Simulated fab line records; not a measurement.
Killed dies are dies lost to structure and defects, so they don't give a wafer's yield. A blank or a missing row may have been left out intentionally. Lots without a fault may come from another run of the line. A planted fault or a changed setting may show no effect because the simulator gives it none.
Chamber matching	flow nand-harc	NHARC_A_BONDPAD_DEP_00 on pecvd-03 has 3 sister chambers
The step deposits SiCN, target thk 250 nm. 6 wafers are shown with their chamber, then 8 later ones without.

## WAFERS WITH THEIR CHAMBER
wafer	chamber	heater-power-w (W)	rf-fwd-power-W (W)
L083.2	2	703	449.8
L084.4	1	586	450.4
L088.4	2	646	446.0
L088.5	0	502	451.3
L088.6	1	475	447.7
L095.1	0	500	449.5

## WAFERS MISSING THEIR CHAMBER
wafer	heater-power-w (W)	rf-fwd-power-W (W)
L095.2	702	448.3
L095.5	538	445.4
L096.1	540	448.2
L096.2	486	449.9
L096.3	708	448.4
L097.3	448	448.0
L097.5	662	446.4
L097.6	476	447.3

## THE CHAMBER EACH PASSED THROUGH
wafer	from the rows above	in truth
L095.2	2	2
L095.5	can't be placed: 1 or 0 or 2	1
L096.1	can't be placed: 1 or 0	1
L096.2	can't be placed: 0 or 1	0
L096.3	2	2
L097.3	can't be placed: 0 or 1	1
L097.5	2	2
L097.6	can't be placed: 1 or 0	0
3 of 8 placed correctly. Cannot be placed on the basis of these rows: 5; the candidates contain the true chamber in 5. Number placed wrongly: 0.
How it was worked out, from the rows above alone: a wafer's distance from a chamber is the root of the sum, over the readings, of the square of ((its reading less the chamber's mean) divided by the reading's scatter). If the next closest chamber is less than 2 further off than the closest, the wafer can't be placed; otherwise it belongs to the closest. A chamber's mean is the mean of its shown wafers. How the scatter is found: for the shown wafers, subtract from each reading the mean of its chamber, square and add these, divide the total by (wafers less chambers), then take the root.
